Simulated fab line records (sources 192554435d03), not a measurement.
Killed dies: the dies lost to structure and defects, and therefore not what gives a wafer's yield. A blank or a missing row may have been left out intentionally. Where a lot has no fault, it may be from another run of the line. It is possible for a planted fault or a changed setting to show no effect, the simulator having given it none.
A lot that was struck, set against a sound lot | flow n5Finfet | 40 steps out of a route of 1938
Sound: the wafers L892.1, L892.3, L892.6. Struck: wafer L899.3 (left out: L899.4, L899.6 of the same lot, which were not struck); the cause appears at the end.
Order at every step that has rows: each side's tool, ch and its chambers, its first start. Under that, the readings that differ: sound wafers | struck wafers | difference of the means | sigmas: that difference in standard deviations of wafers without a fault.
alike: words and numbers the same on both sides, and readings whose means are apart by under 2 such deviations; not compared: readings that were withheld, readings missing a value for some wafer, numbers with overlapping values and no deviation given by the record, and bounds like >300 which may hide the same value.
A row with sigmas, a row that says differs or no value, or rows on one side alone: a step with any of these is where the two part. Non-overlapping numbers with no deviation appear without sigmas and do not part them. A reading that every wafer of one side lacks parts them only if that side has two wafers or more.

first, 9 steps without rows for these wafers: N5_BEOL_M5_DESCUM_33 (chemistry O2, time 7 s); N5_BEOL_M5_ETCH_75 (etches underlayer in N2/H2, target depth 6.5 nm, time 5.2 s); N5_BEOL_M5_ETCH_67 (etches SiARC in CF4, target depth 15.6 nm, time 26 s); N5_BEOL_M5_ETCH_68 (etches SOC in N2/H2, target depth 80 nm, overetch 16 nm, time 120 s); N5_BEOL_M5_STRIP_69 (strips in N2/H2); N5_BEOL_M5_STRIP_76 (strips in N2/H2); N5_BEOL_M5_VIA_ETCH_34 (etches SiCOH lowk in C4F6/O2, target depth 88.3 nm, time 39.2 s); N5_BEOL_M5_STRIP_85 (strips in C4F6/O2); N5_BEOL_M5_STRIP_36 (strips in N2/H2).
N5_BEOL_M5_TRENCH_ETCH_37: etches SiCOH lowk in C4F6/O2, target depth 71.652 nm, time 24.7 s.
  sound on rieDiel-06 ch 1,3, day 12 05:11; struck on rieDiel-06 ch 1, day 13 14:55
reading                           | sound          | struck | difference | sigmas
model.etch.depthNm (nm)           | 71.41 73 70.55 | 49.87  | -21.78     | 
model.BEOL_M5.featureDepthNm (nm) | 71.4 73 70.6   | 49.8   | -21.9      | 
  alike: chamberPressureMTorr, drypumpMotorCurrentA, oes_f_703_au, oesProductAu, rfVppV, showerheadPlenumPTorr, throttleValvePct
  not compared: rfHoursCounterH, model.TiN_of_BEOL_M5_HM_DEP_02.thkNm
then, 2 steps without rows for these wafers: N5_BEOL_M5_ETCH_41 (etches SiCN in CH3F/O2, target depth 31.5 nm, time 56.7 s); N5_BEOL_M5_STRIP_91 (strips in N2/H2, time 10 s).
N5_BEOL_M5_OCD_MEAS_38:
  sound: ocd-02 at day 12 05:20; struck: ocd-02 at day 13 15:05
reading            | sound          | struck | difference | sigmas
trenchDepthNm (nm) | 71.0 73.1 71.2 | 49.7   | -22.1      | -15
then, 21 steps without rows for these wafers: N5_BEOL_M5_HM_STRIP_39 (strips TiN in peroxide tin strip, target depth 25 nm, time 158 s); N5_BEOL_M5_SRD_40 (time 30 s); N5_BEOL_M5_PRECLEAN_42 (cleans in residue remover, time 60 s); N5_BEOL_M5_SRD_43 (time 30 s); N5_BEOL_M5_CURE_80 (cures SiCOH lowk, time 120 s); N5_BEOL_M5_DEGAS_44 (time 60 s); N5_BEOL_M5_PRE_CLEAN_45 (time 30 s); N5_BEOL_M5_ALD_86 (deposits TaN, pulse time 2 s, purge time 3 s, co reactant purge time 2 s); N5_BEOL_M5_SURFACE_TREAT_87; N5_BEOL_M5_CVD_47 (deposits Co from CCTBA/H2, target thk 3 nm, time 216 s); N5_BEOL_M5_SPUTTER_48 (material Cu, target thk 15 nm, time 27.62 s); N5_BEOL_M5_ANNEAL_49 (time 1800 s); N5_BEOL_M5_SPUTTER_81 (material Cu, target thk 15 nm, time 27.62 s); N5_BEOL_M5_ANNEAL_82 (time 1800 s); N5_BEOL_M5_SPUTTER_83 (material Cu, target thk 15 nm, time 27.62 s); N5_BEOL_M5_ANNEAL_84 (time 1800 s); N5_BEOL_M5_SPUTTER_88 (material Cu, target thk 15 nm, time 27.62 s); N5_BEOL_M5_ANNEAL_89 (time 1800 s); N5_BEOL_M5_SPUTTER_90 (material Cu, target thk 4.5 nm, time 8.29 s); N5_BEOL_M5_ECD_50 (material Cu, target thk 300 nm); N5_BEOL_M5_ANNEAL_51 (time 90 s).
N5_BEOL_M5_CMP_52: polishes, stops on SiCOH lowk, t overpolish 6.9 s, target thk 62 nm.
  sound on cmp-04 ch 0,1, day 12 12:10; struck on cmp-03 ch 2, day 13 22:38
reading                               | sound          | struck | difference | sigmas
timeToEndpointS (s)                   | 61 70 69       | 56     | -11        | -2
model.Cu_of_BEOL_M5_ECD_50.thkNm (nm) | 61.4 65.6 62.2 | 39.8   | -23.3      | 
  alike: barrierFieldEndpointS, motorCurrentA, overpolishRunS
N5_BEOL_M5_THK_MEAS_53: measures by xrf.
  sound: filmMetro-02 at day 12 12:28; struck: filmMetro-02 at day 13 22:56
reading     | sound          | struck | difference | sigmas
M5_THK (nm) | 62.3 67.1 63.5 | 40.7   | -23.6      | -11
then, 2 steps without rows for these wafers: N5_BEOL_M5_PRE_CLEAN_77 (time 15 s); N5_BEOL_M5_CO_CAP_78 (material Co, precursor CCTBA/H2, target thk 2 nm, time 102.1 s).
N5_BEOL_M5_RS_MEAS_57: a four-point-probe measurement.
  sound: filmMetro-02 at day 12 12:46; struck: filmMetro-02 at day 13 23:23
reading        | sound             | struck | difference | sigmas
M5_RS (ohm/sq) | 0.390 0.360 0.383 | 0.672  | +0.294     | +18
-- a jump in the record: the struck wafers' starts before and after are 3 days apart (it breaks off in module BEOL_M5 and resumes in module BEOL_M15, where the first step shown is number 1830 of the route) --
N5_BEOL_M15_RC_MEAS_101:
  sound on prober-02 ch 0, day 15 22:17; struck on prober-02 ch 0, day 17 10:11
reading                   | sound                    | struck  | difference | sigmas
COMB_M12 (S/m)            | 6.6e-12 1.01e-11 8.4e-12 | 4.5e-12 | -3.9e-12   | -3
COMB_M12_max_site (S/m)   | 1e-11 1.43e-11 9.8e-12   | 4.8e-12 | -6.6e-12   | -3
COMB_M13 (S/m)            | 4.6e-12 3.3e-12 4.7e-12  | 6.5e-12 | +2.3e-12   | +2
COMB_M14 (S/m)            | 2.4e-12 3.4e-12 4.6e-12  | 4.8e-12 | +1.3e-12   | +2
COMB_M15 (S/m)            | 2.7e-12 2.5e-12 2.8e-12  | 3.8e-12 | +1.1e-12   | +2
COMB_M15_max_site (S/m)   | 5.3e-12 4e-12 3.3e-12    | 6.3e-12 | +2.1e-12   | +3
COMB_M9 (S/m)             | 1.4e-11 1.4e-11 1.1e-11  | 2e-11   | +7e-12     | +2
SERP_M12 (ohm/um)         | 0.650 0.664 0.642        | 0.609   | -0.043     | -3
SERP_M5 (ohm/um)          | 41.0 37.2 39.3           | 64.3    | +25.1      | +13
SERP_M5_max_site (ohm/um) | 43.4 37.9 41.2           | 66.5    | +25.7      | +12
  alike: COMB_M10, COMB_M10_max_site, COMB_M11, COMB_M11_max_site, COMB_M6, COMB_M7, COMB_M8, SERP_M10, SERP_M13, SERP_M14, SERP_M6, SERP_M6_max_site, SERP_M7, SERP_M8, SERP_M9

== WHERE THEY PART ==
Last at N5_BEOL_M15_RC_MEAS_101 as far as this record goes, first at N5_BEOL_M5_OCD_MEAS_38.

WHY: whatever the simulator had introduced
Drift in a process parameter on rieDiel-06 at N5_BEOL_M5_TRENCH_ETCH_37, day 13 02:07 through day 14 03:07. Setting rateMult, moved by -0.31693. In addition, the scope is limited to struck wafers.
